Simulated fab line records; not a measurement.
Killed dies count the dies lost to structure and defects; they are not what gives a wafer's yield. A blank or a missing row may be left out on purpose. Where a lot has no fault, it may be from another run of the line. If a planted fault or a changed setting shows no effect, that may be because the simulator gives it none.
Split-lot study / flow n5 finfet / on a route of 1938 steps: 7 lots, 21 wafers read

## ON THE SPLIT
At N5_BEOL_M9_EXPOSE_08 (exposes mask M9), the setting dose mj was moved away from the recipe's 53.75 on 3 of the 21 wafers read, by -5.0% to +2.4%. All remaining wafers had this setting at the recipe value.

## FROM THE SPLIT TO THE READING: what the file shows between them, 2 steps
- N5_BEOL_M9_PEB_09: peb time 60 s
- N5_BEOL_M9_DEVELOP_10: develop time 30 s

## THE READING
At N5_BEOL_M9_CD_MEAS_11: cd nm in nanometres, against a target cd of 64.1 nm. Fault-free wafers of this fab line usually give 64.3 nm, standard deviation 0.56 nm.

wafer=L074.1; tool, chamber at the split=arfi scanner-01, 0; dose mj as run=51.75; against the recipe=-3.7%; cd nm, nm=62.5; against lot-mates on the recipe=-1.5
wafer=L074.4; tool, chamber at the split=arfi scanner-01, 0; dose mj as run=53.75; against the recipe=recipe; cd nm, nm=64.1; against lot-mates on the recipe=-
wafer=L074.6; tool, chamber at the split=arfi scanner-01, 0; dose mj as run=53.75; against the recipe=recipe; cd nm, nm=64.0; against lot-mates on the recipe=-
wafer=L077.1; tool, chamber at the split=arfi scanner-01, 0; dose mj as run=55.02; against the recipe=+2.4%; cd nm, nm=65.5; against lot-mates on the recipe=+1.0
wafer=L077.3; tool, chamber at the split=arfi scanner-01, 0; dose mj as run=53.75; against the recipe=recipe; cd nm, nm=64.1; against lot-mates on the recipe=-
wafer=L077.5; tool, chamber at the split=arfi scanner-01, 0; dose mj as run=53.75; against the recipe=recipe; cd nm, nm=65.0; against lot-mates on the recipe=-
wafer=L079.1; tool, chamber at the split=arfi scanner-01, 0; dose mj as run=53.75; against the recipe=recipe; cd nm, nm=64.3; against lot-mates on the recipe=-
wafer=L079.3; tool, chamber at the split=arfi scanner-01, 0; dose mj as run=53.75; against the recipe=recipe; cd nm, nm=63.4; against lot-mates on the recipe=-
wafer=L079.4; tool, chamber at the split=arfi scanner-01, 0; dose mj as run=53.75; against the recipe=recipe; cd nm, nm=65.0; against lot-mates on the recipe=-
wafer=L081.1; tool, chamber at the split=arfi scanner-02, 0; dose mj as run=53.75; against the recipe=recipe; cd nm, nm=64.9; against lot-mates on the recipe=-
wafer=L081.3; tool, chamber at the split=arfi scanner-02, 0; dose mj as run=53.75; against the recipe=recipe; cd nm, nm=64.9; against lot-mates on the recipe=-
wafer=L081.6; tool, chamber at the split=arfi scanner-02, 0; dose mj as run=53.75; against the recipe=recipe; cd nm, nm=65.4; against lot-mates on the recipe=-
wafer=L087.1; tool, chamber at the split=arfi scanner-01, 0; dose mj as run=51.07; against the recipe=-5.0%; cd nm, nm=61.5; against lot-mates on the recipe=-2.5
wafer=L087.2; tool, chamber at the split=arfi scanner-01, 0; dose mj as run=53.75; against the recipe=recipe; cd nm, nm=64.0; against lot-mates on the recipe=-
wafer=L087.3; tool, chamber at the split=arfi scanner-01, 0; dose mj as run=53.75; against the recipe=recipe; cd nm, nm=64.0; against lot-mates on the recipe=-
wafer=L088.2; tool, chamber at the split=arfi scanner-03, 0; dose mj as run=53.75; against the recipe=recipe; cd nm, nm=64.3; against lot-mates on the recipe=-
wafer=L088.3; tool, chamber at the split=arfi scanner-03, 0; dose mj as run=53.75; against the recipe=recipe; cd nm, nm=64.7; against lot-mates on the recipe=-
wafer=L088.6; tool, chamber at the split=arfi scanner-03, 0; dose mj as run=53.75; against the recipe=recipe; cd nm, nm=64.6; against lot-mates on the recipe=-
wafer=L092.1; tool, chamber at the split=arfi scanner-03, 0; dose mj as run=53.75; against the recipe=recipe; cd nm, nm=64.6; against lot-mates on the recipe=-
wafer=L092.5; tool, chamber at the split=arfi scanner-03, 0; dose mj as run=53.75; against the recipe=recipe; cd nm, nm=65.3; against lot-mates on the recipe=-
wafer=L092.6; tool, chamber at the split=arfi scanner-03, 0; dose mj as run=53.75; against the recipe=recipe; cd nm, nm=64.7; against lot-mates on the recipe=-

THE FIT
A straight line over all 21 wafers: cd nm changes by +0.558 nm for each +1% of dose mj; r = +0.85; the points scatter about the line by 0.51 nm.
The same after taking each lot's own level away (the mean of its wafers on the recipe; 21 wafers): +0.461 nm for each +1%; r = +0.89; scatter 0.35 nm.
According to that fit, moving dose mj by its largest amount changes the reading by 2.3 nm.
Measured against the standard deviation above, the lots' own levels, which go from 64.00 to 65.07 nm, span 1.9 times it.
So the lot-to-lot level changes the slope: the two fits differ.
Check: -2.06 nm against its lot-mates is what the line predicts for one of the wafers moved furthest among these (-5.0%) when that wafer is left out of the fit. Against them it came out at -2.5 nm.

## THE OTHER SPLITS THESE WAFERS WENT THROUGH
Other splits were also applied to these wafers ahead of the reading. Each is held against what the fit with the lots' levels taken away leaves over:
other split on the same wafers=N5_BEOL_M8_ILD_DEP_00 time s; wafers away from the commonest value=5; r with cd nm (lot level and that fit taken away)=-0.11
other split on the same wafers=N5_BEOL_M8_COAT_59 spin rpm; wafers away from the commonest value=7; r with cd nm (lot level and that fit taken away)=-0.37

## THE WHOLE CHAIN: every reading that the file lists as answering this split, in the file's order
step=N5_BEOL_M9_CD_MEAS_11; what it does=target cd 64.1 nm; reading=cd nm; change (the file's fit)=+0.458 nm for each +1% of the setting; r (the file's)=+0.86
step=N5_BEOL_M9_ETCH_61; what it does=etches SiARC in CF4, target depth 39 nm, time 65 s; reading=BEOL_M9.cd offset nm (the simulator's own value, which no gauge read); change (the file's fit)=+0.497 nm for each +1% of the setting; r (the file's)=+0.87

## FILE'S OWN FIT
cd nm changes by +0.458 nm for each +1% of dose mj, r = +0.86.
